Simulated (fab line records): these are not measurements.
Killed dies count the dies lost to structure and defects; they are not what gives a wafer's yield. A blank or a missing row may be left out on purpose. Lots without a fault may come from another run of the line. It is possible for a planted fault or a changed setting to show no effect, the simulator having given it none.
The tool behind it: which one? + flow n5 finfet + 18 wafers sampled from 6 lots at 1 step of a route of 1938

== WHAT EACH GAUGE READ, for each wafer ==
N5_BEOL_M12_CD_MEAS_28 targets a cd of 160.2 nm.
| lot  | measured     | on        | cd nm (nm)        |
|------|--------------|-----------|-------------------|
| L425 | day 12 07:37 | cd sem-01 | 160.3 160.3 161.5 |
| L430 | day 12 19:10 | cd sem-01 | 160.2 161.8 160.7 |
| L433 | day 13 12:10 | cd sem-01 | 162.0 161.1 162.2 |
| L435 | day 13 23:14 | cd sem-02 | 160.5 160.4 159.0 |
| L436 | day 15 00:00 | cd sem-03 | 160.0 161.1 158.8 |
| L445 | day 17 01:40 | cd sem-02 | 161.9 161.9 162.2 |

== WHICH TOOL RAN EACH LOT (tool, then ch and the chambers of the sampled wafers, then the start) ==
Record: no process step prior to these readings.

== THE ANSWER, worked out from the rows above alone ==
Rule: the lots themselves supply what counts as usual. Put in order of their means at a reading, lots are off if they are a third of the lots or fewer, leave a main group of 4 or more, and stand apart from it by a gap of 3 or more times the standard deviation of the main group's means; of several such gaps the widest counts. Not used: any main group whose means are identical at the precision the tables above print for the reading. Also off: a lot with no number at a reading for which 4 or more lots have one. All remaining lots with rows at the step are treated as sound.
Nothing can be told from this: no lot is off at any reading shown.

== WHAT WAS PUT IN BY THE SIMULATOR ==
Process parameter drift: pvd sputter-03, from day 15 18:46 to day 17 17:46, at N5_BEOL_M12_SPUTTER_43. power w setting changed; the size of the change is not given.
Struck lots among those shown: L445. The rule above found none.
